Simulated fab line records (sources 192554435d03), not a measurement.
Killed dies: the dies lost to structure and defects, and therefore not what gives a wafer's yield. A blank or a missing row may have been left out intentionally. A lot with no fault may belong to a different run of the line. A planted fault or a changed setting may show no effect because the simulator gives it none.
Which tool is to blame?	flow n5 finfet	72 wafers from 24 lots sampled at 6 of the route's 1938 steps

WHAT THE GAUGES READ, wafer by wafer
N5_BEOL_M5_THK_MEAS_53: measures by xrf. Usual: M5_THK typically reads 61.8 nm, with standard deviation 1.9.
lot	measured	on	M5_THK (nm)	flag
L074	day 8 12:51	film metro-01	65.6 61.9 61.9	
L075	day 9 04:14	film metro-01	64.6 59.0 63.0	
L077	day 9 07:28	film metro-02	61.4 60.7 60.1	
L076	day 9 11:52	film metro-01	61.9 59.1 58.5	
L078	day 9 13:07	film metro-01	63.2 63.0 64.9	
L079	day 9 21:45	film metro-01	60.7 57.0 58.1	
L080	day 10 00:02	film metro-02	58.2 59.8 59.9	
L082	day 10 11:40	film metro-01	61.7 61.0 62.6	
L081	day 10 12:37	film metro-02	61.1 57.8 59.2	
L083	day 11 05:34	film metro-02	62.5 64.7 60.5	
L084	day 10 22:36	film metro-02	60.5 62.9 60.8	
L085	day 11 14:04	film metro-02	60.6 60.1 60.5	
L087	day 12 03:05	film metro-01	60.7 61.2 60.0	
L086	day 12 10:20	film metro-01	64.4 63.7 61.1	
L088	day 12 07:38	film metro-01	60.4 61.1 63.6	
L089	day 12 15:35	film metro-02	61.5 60.2 61.3	
L092	day 12 20:34	film metro-01	59.2 60.2 60.3	
L090	day 12 20:50	film metro-01	64.8 64.6 61.0	
L091	day 13 01:09	film metro-01	63.3 62.8 63.0	
L093	day 13 13:53	film metro-02	61.8 64.0 63.6	
L094	day 14 05:13	film metro-01	63.2 61.8 60.0	
L095	day 14 08:14	film metro-01	62.3 60.3 64.4	
L096	day 14 09:01	film metro-02	63.0 60.5 62.7	
L097	day 14 12:52	film metro-01	63.2 63.9 62.2	

EACH LOT AND THE TOOL THAT RAN IT (in order: tool; ch and the chambers of the sampled wafers; start)
lot	N5_BEOL_M5_ETCH_68	N5_BEOL_M5_VIA_ETCH_34	N5_BEOL_M5_DEGAS_44	N5_BEOL_M5_SPUTTER_48	N5_BEOL_M5_SPUTTER_83
L074	rie diel-03 ch 0,1,2, day 8 04:38	rie diel-03 ch 0,1,2, day 8 04:44	pvd sputter-03, day 8 07:01	pvd sputter-03, day 8 07:41	pvd sputter-03, day 8 09:52
L075	rie diel-03 ch 1,2, day 8 19:33	rie diel-03 ch 1,2, day 8 19:39	pvd sputter-01, day 8 21:55	pvd sputter-01, day 8 22:44	pvd sputter-01, day 9 00:54
L077	rie diel-04 ch 0,2,3, day 9 00:25	rie diel-04 ch 0,2,3, day 9 00:31	pvd sputter-03, day 9 01:25	pvd sputter-03, day 9 02:18	pvd sputter-03, day 9 04:29
L076	rie diel-03 ch 1,2, day 9 02:56	rie diel-03 ch 1,2, day 9 03:02	pvd sputter-01, day 9 04:00	pvd sputter-02, day 9 06:43	pvd sputter-02, day 9 08:53
L078	rie diel-05 ch 0,2,3, day 9 06:13	rie diel-05 ch 0,2,3, day 9 06:19	pvd sputter-03, day 9 07:07	pvd sputter-03, day 9 07:58	pvd sputter-03, day 9 10:08
L079	rie diel-03 ch 0,3, day 9 14:57	rie diel-03 ch 0,3, day 9 15:03	pvd sputter-03, day 9 15:53	pvd sputter-02, day 9 16:37	pvd sputter-02, day 9 18:47
L080	rie diel-05 ch 2,3, day 9 17:17	rie diel-05 ch 2,3, day 9 17:23	pvd sputter-03, day 9 18:13	pvd sputter-03, day 9 18:53	pvd sputter-03, day 9 21:03
L082	rie diel-03 ch 0,2, day 10 04:58	rie diel-03 ch 0,2, day 10 05:04	pvd sputter-01, day 10 05:49	pvd sputter-03, day 10 06:31	pvd sputter-03, day 10 08:42
L081	rie diel-03 ch 0,2,3, day 10 05:22	rie diel-03 ch 0,2,3, day 10 05:28	pvd sputter-03, day 10 06:26	pvd sputter-02, day 10 07:28	pvd sputter-02, day 10 09:38
L083	rie diel-03 ch 0,1,3, day 10 14:04	rie diel-03 ch 0,1,3, day 10 14:10	pvd sputter-02, day 10 16:03	pvd sputter-02, day 10 16:41	pvd sputter-02, day 10 18:52
L084	rie diel-03 ch 2,3, day 10 14:28	rie diel-03 ch 2,3, day 10 14:34	pvd sputter-01, day 10 16:28	pvd sputter-01, day 10 17:28	pvd sputter-01, day 10 19:38
L085	rie diel-05 ch 0,2,3, day 11 07:02	rie diel-05 ch 0,2,3, day 11 07:08	pvd sputter-03, day 11 08:08	pvd sputter-02, day 11 08:55	pvd sputter-02, day 11 11:05
L087	rie diel-05 ch 1,2,3, day 11 20:17	rie diel-05 ch 1,2,3, day 11 20:23	pvd sputter-03, day 11 21:19	pvd sputter-01, day 11 21:56	pvd sputter-01, day 12 00:07
L086	rie diel-05 ch 1,2,3, day 11 20:40	rie diel-05 ch 1,2,3, day 11 20:46	pvd sputter-03, day 11 21:34	pvd sputter-02, day 11 22:51	pvd sputter-02, day 12 01:01
L088	rie diel-05 ch 0,2,3, day 11 21:04	rie diel-05 ch 0,2,3, day 11 21:10	pvd sputter-03, day 11 21:55	pvd sputter-03, day 12 02:07	pvd sputter-03, day 12 04:28
L089	rie diel-05 ch 1,2, day 12 08:34	rie diel-05 ch 1,2, day 12 08:40	pvd sputter-02, day 12 09:37	pvd sputter-02, day 12 10:25	pvd sputter-02, day 12 12:35
L092	rie diel-03 ch 0,2, day 12 13:34	rie diel-03 ch 0,2, day 12 13:40	pvd sputter-03, day 12 14:37	pvd sputter-02, day 12 15:17	pvd sputter-02, day 12 17:28
L090	rie diel-04 ch 1,3, day 12 13:38	rie diel-04 ch 1,3, day 12 13:44	pvd sputter-03, day 12 14:47	pvd sputter-03, day 12 15:24	pvd sputter-03, day 12 17:34
L091	rie diel-05 ch 0,1,3, day 12 18:02	rie diel-05 ch 0,1,3, day 12 18:08	pvd sputter-01, day 12 19:25	pvd sputter-02, day 12 20:01	pvd sputter-02, day 12 22:11
L093	rie diel-04 ch 0,1,3, day 13 06:45	rie diel-04 ch 0,1,3, day 13 06:51	pvd sputter-03, day 13 07:44	pvd sputter-01, day 13 08:29	pvd sputter-01, day 13 10:40
L094	rie diel-03 ch 1,2,3, day 13 22:05	rie diel-03 ch 1,2,3, day 13 22:11	pvd sputter-01, day 13 23:01	pvd sputter-03, day 14 00:05	pvd sputter-03, day 14 02:15
L095	rie diel-05 ch 0,2,3, day 14 01:23	rie diel-05 ch 0,2,3, day 14 01:29	pvd sputter-02, day 14 02:19	pvd sputter-02, day 14 03:05	pvd sputter-02, day 14 05:16
L096	rie diel-05 ch 1,2, day 14 01:46	rie diel-05 ch 1,2, day 14 01:52	pvd sputter-02, day 14 02:49	pvd sputter-01, day 14 03:52	pvd sputter-01, day 14 06:02
L097	rie diel-03 ch 1,3, day 14 04:05	rie diel-03 ch 1,3, day 14 04:11	pvd sputter-03, day 14 05:12	pvd sputter-02, day 14 07:43	pvd sputter-02, day 14 09:53
- N5_BEOL_M5_ETCH_68: etches SOC in N2/H2, target depth 80 nm, overetch 16 nm, time 120 s.
- N5_BEOL_M5_VIA_ETCH_34: etches SiCOH lowk in C4F6/O2, target depth 88.3 nm, time 39.2 s.
- N5_BEOL_M5_DEGAS_44: time 60 s.
- N5_BEOL_M5_SPUTTER_48: material Cu, target thk 15 nm, time 27.62 s.
- N5_BEOL_M5_SPUTTER_83: material Cu, target thk 15 nm, time 27.62 s.

AS READ BY THE TOOLS THEMSELVES (means over the sampled wafers that have a number; for cases with no such wafer, the mark the record gives instead)
N5_BEOL_M5_ETCH_68. Usual: value, then standard deviation, for each; chamber pressure mTorr 30.001 mTorr / 0.026; drypump motor current A 5.6 A / 0.38; oes product au 0.61 a.u. / 0.066; rf vpp V 523.9 V / 2.4; showerhead plenum p Torr 2.54 Torr / 0.088; temp c 40.02 C / 0.12; throttle valve pct 17.80 % / 0.28.
lot	tool	chamber pressure mTorr (mTorr)	drypump motor current A (A)	oes product au (a.u.)	rf vpp V (V)	showerhead plenum p Torr (Torr)	temp c (C)	throttle valve pct (%)	flag
L074	rie diel-03	30.015	5.5	0.62	523.9	2.56	40.06	17.99	
L075	rie diel-03	29.976	5.3	0.67	523.7	2.56	39.96	17.86	
L077	rie diel-04	30.003	5.6	0.63	523.4	2.54	39.95	17.77	
L076	rie diel-03	29.997	5.6	0.60	522.5	2.48	40.15	17.85	
L078	rie diel-05	29.991	5.7	0.63	523.1	2.53	39.88	17.77	
L079	rie diel-03	30.016	5.8	0.59	525.3	2.61	39.95	17.99	
L080	rie diel-05	30.007	5.7	0.59	525.2	2.54	40.03	17.97	
L082	rie diel-03	30.028	5.9	0.54	522.0	2.49	40.02	17.99	
L081	rie diel-03	29.990	5.9	0.58	524.8	2.54	40.13	17.86	
L083	rie diel-03	30.003	5.5	0.64	525.4	2.61	40.05	17.89	
L084	rie diel-03	30.021	6.0	0.58	522.2	2.46	40.03	17.72	
L085	rie diel-05	30.042	5.8	0.61	523.7	2.53	40.04	17.79	
L087	rie diel-05	29.991	5.6	0.57	523.5	2.49	39.92	17.81	
L086	rie diel-05	29.985	5.6	0.57	522.9	2.49	40.13	17.81	
L088	rie diel-05	29.985	5.8	0.62	523.4	2.52	40.00	17.81	
L089	rie diel-05	30.006	5.7	0.56	523.6	2.49	40.06	17.88	
L092	rie diel-03	30.016	5.9	0.54	524.9	2.56	40.06	18.16	
L090	rie diel-04	30.014	5.3	0.65	526.4	2.63	40.02	17.40	
L091	rie diel-05	30.008	5.7	0.61	522.6	2.48	40.01	17.62	
L093	rie diel-04	30.005	5.6	0.64	523.9	2.55	40.04	17.63	
L094	rie diel-03	30.004	5.6	0.69	526.6	2.62	40.14	17.64	
L095	rie diel-05	30.005	5.8	0.60	523.7	2.52	40.09	17.83	
L096	rie diel-05	30.021	5.7	0.55	523.8	2.49	39.92	17.91	
L097	rie diel-03	30.008	5.5	0.65	524.6	2.56	39.93	17.66	

N5_BEOL_M5_VIA_ETCH_34. Usual: C4F6_flow_sccm 10.00 sccm, standard deviation 0.032; chamber pressure mTorr 30.00 mTorr, standard deviation 0.03; drypump motor current A 5.6 A, standard deviation 0.38; oes product au 0.80 a.u., standard deviation 0.092; rf vpp V 667 V, standard deviation 14; showerhead plenum p Torr 2.84 Torr, standard deviation 0.095; throttle valve pct 20.87 %, standard deviation 0.24.
lot	tool	C4F6_flow_sccm (sccm)	chamber pressure mTorr (mTorr)	drypump motor current A (A)	oes product au (a.u.)	rf vpp V (V)	showerhead plenum p Torr (Torr)	throttle valve pct (%)	flag
L074	rie diel-03	10.03	30.00	5.5	0.80	666	2.86	20.96	
L075	rie diel-03	9.99	29.99	5.2	0.88	669	2.85	20.80	
L077	rie diel-04	9.96	30.01	5.6	0.81	659	2.84	20.75	
L076	rie diel-03	10.02	29.99	5.6	0.78	674	2.78	20.86	
L078	rie diel-05	9.99	30.00	5.8	0.83	659	2.84	20.83	
L079	rie diel-03	9.98	30.03	5.8	0.77	665	2.93	21.14	
L080	rie diel-05	9.99	29.99	5.7	0.76	660	2.86	21.04	
L082	rie diel-03	9.99	30.05	5.9	0.70	670	2.79	21.04	
L081	rie diel-03	10.03	29.98	5.9	0.76	673	2.85	21.02	
L083	rie diel-03	10.01	29.98	5.5	0.84	667	2.92	20.97	
L084	rie diel-03	10.02	29.99	5.9	0.75	682	2.78	20.90	
L085	rie diel-05	9.98	30.00	5.8	0.80	658	2.83	20.86	
L087	rie diel-05	10.02	29.96	5.6	0.74	665	2.80	20.86	
L086	rie diel-05	10.01	30.01	5.6	0.75	664	2.80	20.85	
L088	rie diel-05	10.01	30.00	5.8	0.80	659	2.83	20.86	
L089	rie diel-05	10.05	30.00	5.7	0.73	674	2.79	20.89	
L092	rie diel-03	9.99	30.00	5.9	0.69	662	2.85	21.18	
L090	rie diel-04	9.99	29.99	5.3	0.85	677	2.95	20.53	
L091	rie diel-05	10.01	30.00	5.7	0.79	664	2.78	20.68	
L093	rie diel-04	9.97	30.01	5.6	0.84	668	2.85	20.72	
L094	rie diel-03	10.02	30.00	5.6	0.90	679	2.94	20.78	
L095	rie diel-05	10.01	30.00	5.7	0.79	658	2.83	20.89	
L096	rie diel-05	10.00	30.02	5.7	0.72	673	2.79	20.91	
L097	rie diel-03	9.98	30.01	5.5	0.85	677	2.90	20.88	

N5_BEOL_M5_DEGAS_44. Usual: heater power w 311 W, standard deviation 27; susceptor temp C 250.00 C, standard deviation 0.17.
lot	tool	heater power w (W)	susceptor temp C (C)	flag
L074	pvd sputter-03	298	250.23	
L075	pvd sputter-01	345	249.73	
L077	pvd sputter-03	303	250.05	
L076	pvd sputter-01	348	249.96	
L078	pvd sputter-03	284	249.96	
L079	pvd sputter-03	292	249.97	
L080	pvd sputter-03	290	250.01	
L082	pvd sputter-01	348	249.98	
L081	pvd sputter-03	286	250.10	
L083	pvd sputter-02	309	249.89	
L084	pvd sputter-01	353	249.94	
L085	pvd sputter-03	303	250.19	
L087	pvd sputter-03	303	249.95	
L086	pvd sputter-03	293	250.04	
L088	pvd sputter-03	302	249.96	
L089	pvd sputter-02	310	249.94	
L092	pvd sputter-03	301	249.85	
L090	pvd sputter-03	292	250.09	
L091	pvd sputter-01	348	250.19	
L093	pvd sputter-03	295	249.90	
L094	pvd sputter-01	349	250.00	
L095	pvd sputter-02	296	249.94	
L096	pvd sputter-02	326	249.86	
L097	pvd sputter-03	294	250.05	

N5_BEOL_M5_SPUTTER_48. Usual: susceptor temp C -19.99 C, standard deviation 0.099; throttle valve pct 29.6 %, standard deviation 0.95.
lot	tool	susceptor temp C (C)	throttle valve pct (%)	flag
L074	pvd sputter-03	-19.96	29.6	
L075	pvd sputter-01	-19.97	30.7	
L077	pvd sputter-03	-19.94	29.7	
L076	pvd sputter-02	-20.03	28.5	
L078	pvd sputter-03	-19.95	29.6	
L079	pvd sputter-02	-19.93	29.1	
L080	pvd sputter-03	-19.82	29.5	
L082	pvd sputter-03	-19.92	29.3	
L081	pvd sputter-02	-20.06	29.0	
L083	pvd sputter-02	-19.95	29.2	
L084	pvd sputter-01	-20.02	31.0	
L085	pvd sputter-02	-20.04	28.9	
L087	pvd sputter-01	-19.93	30.6	
L086	pvd sputter-02	-19.93	28.9	
L088	pvd sputter-03	-20.05	30.4	
L089	pvd sputter-02	-19.96	28.8	
L092	pvd sputter-02	-20.02	29.6	
L090	pvd sputter-03	-19.94	30.1	
L091	pvd sputter-02	-20.04	29.2	
L093	pvd sputter-01	-20.10	31.1	
L094	pvd sputter-03	-20.02	29.9	
L095	pvd sputter-02	-19.99	28.9	
L096	pvd sputter-01	-19.95	30.0	
L097	pvd sputter-02	-20.02	29.5	

N5_BEOL_M5_SPUTTER_83. Usual: susceptor temp C -20.00 C, standard deviation 0.11; throttle valve pct 29.6 %, standard deviation 0.94.
lot	tool	susceptor temp C (C)	throttle valve pct (%)	flag
L074	pvd sputter-03	-19.91	29.8	
L075	pvd sputter-01	-20.02	30.7	
L077	pvd sputter-03	-20.09	29.7	
L076	pvd sputter-02	-19.88	28.6	
L078	pvd sputter-03	-19.97	29.7	
L079	pvd sputter-02	-19.95	29.0	
L080	pvd sputter-03	-19.95	29.6	
L082	pvd sputter-03	-20.10	29.1	
L081	pvd sputter-02	-20.11	29.0	
L083	pvd sputter-02	-19.88	29.2	
L084	pvd sputter-01	-20.01	31.1	
L085	pvd sputter-02	-20.02	29.1	
L087	pvd sputter-01	-20.02	30.7	
L086	pvd sputter-02	-20.10	29.1	
L088	pvd sputter-03	-19.98	30.4	
L089	pvd sputter-02	-19.97	28.8	
L092	pvd sputter-02	-20.07	29.4	
L090	pvd sputter-03	-20.05	30.0	
L091	pvd sputter-02	-20.01	29.4	
L093	pvd sputter-01	-20.11	31.1	
L094	pvd sputter-03	-19.99	29.9	
L095	pvd sputter-02	-20.02	29.1	
L096	pvd sputter-01	-19.98	30.0	
L097	pvd sputter-02	-20.13	29.2	

THE ANSWER, worked out from the rows above alone
Rule: lot off if the mean of its wafers having a number is beyond 3 standard deviations from the usual mean. A lot without any number at a reading at which 4 lots or more have one is off too. Any other lot the step has rows for is counted as sound. Order of review: gauges by route order, followed by the tools' own readings, for which a lot's mean as printed above is used. The first step at which some lot is off is used, and at that step the reading that is off furthest; a lot without a number counts as furthest.
Across all readings shown, no lot is off: no conclusion can be drawn from this.

WHAT WAS PUT IN BY THE SIMULATOR
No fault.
